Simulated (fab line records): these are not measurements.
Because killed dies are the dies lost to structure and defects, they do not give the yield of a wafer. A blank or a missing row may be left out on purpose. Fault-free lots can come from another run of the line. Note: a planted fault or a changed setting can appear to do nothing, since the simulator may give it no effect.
Chamber matching + flow n5 finfet + pecvd-04 running N5_BEOL_M7_PECVD_70: 3 sister chambers
The step deposits SiO2 from TEOS/O2, target thk 20 nm, time 22.7 s. 14 wafers are shown with their chamber, then 7 later ones without.

WAFERS PAIRED WITH THEIR CHAMBERS
| wafer  | chamber | throttle valve pct (%) | heater power w (W) | showerhead plenum p Torr (Torr) |
|--------|---------|------------------------|--------------------|---------------------------------|
| L076.4 | 1       | 24.4                   | 549                | 8.82                            |
| L076.5 | 0       | 24.2                   | 802                | 8.76                            |
| L076.6 | 2       | 21.1                   | 545                | 8.78                            |
| L079.1 | 0       | 23.7                   | 726                | 8.76                            |
| L079.3 | 1       | 24.4                   | 602                | 8.82                            |
| L079.4 | 0       | 23.9                   | 727                | 8.79                            |
| L084.1 | 2       | 21.3                   | 591                | 8.78                            |
| L084.4 | 0       | 24.5                   | 803                | 8.79                            |
| L084.6 | 2       | 21.2                   | 579                | 8.82                            |
| L086.1 | 0       | 24.1                   | 685                | 8.79                            |
| L086.2 | 2       | 21.3                   | 644                | 8.81                            |
| L086.3 | 1       | 24.5                   | 588                | 8.81                            |
| L096.1 | 1       | 24.6                   | 567                | 8.80                            |
| L096.3 | 2       | 21.1                   | 689                | 8.82                            |

SIGNATURES (means of the wafers above)
| reading                  | chamber 0 | chamber 1 | chamber 2 | scatter within a chamber |
|--------------------------|-----------|-----------|-----------|--------------------------|
| throttle valve pct       | 24.080    | 24.475    | 21.200    | 0.199                    |
| heater power w           | 748.60    | 576.50    | 609.60    | 48.1                     |
| showerhead plenum p Torr | 8.7780    | 8.8125    | 8.8020    | 0.0166                   |
Rule: for each reading, subtract the chamber's mean from the wafer's reading, divide by that reading's scatter and square the result; add these up over the readings and take the root, which gives the wafer's distance from the chamber. If the next closest chamber is less than 2 further off than the closest, the wafer can't be placed; otherwise it belongs to the closest. The scatter: take each reading less its chamber's mean, square it, sum over the shown wafers, divide by the number of wafers less the number of chambers, and take the root.

WAFERS WITHOUT THEIR CHAMBER
| wafer  | throttle valve pct (%) | heater power w (W) | showerhead plenum p Torr (Torr) |
|--------|------------------------|--------------------|---------------------------------|
| L096.5 | 24.8                   | 560                | 8.81                            |
| L094.2 | 24.4                   | 516                | 8.78                            |
| L094.3 | 24.1                   | 735                | 8.77                            |
| L094.5 | 21.2                   | 636                | 8.83                            |
| L097.1 | 24.5                   | 540                | 8.80                            |
| L097.4 | 24.1                   | 702                | 8.79                            |
| L097.5 | 21.5                   | 551                | 8.80                            |

WHICH CHAMBER EACH ONE RAN IN
| wafer  | from the rows above | in truth |
|--------|---------------------|----------|
| L096.5 | 1                   | 1        |
| L094.2 | 1                   | 1        |
| L094.3 | 0                   | 0        |
| L094.5 | 2                   | 2        |
| L097.1 | 1                   | 1        |
| L097.4 | 0                   | 0        |
| L097.5 | 2                   | 2        |
Placed correctly: 7 of 7. From these rows, 0 cannot be placed. 0 placed wrongly.
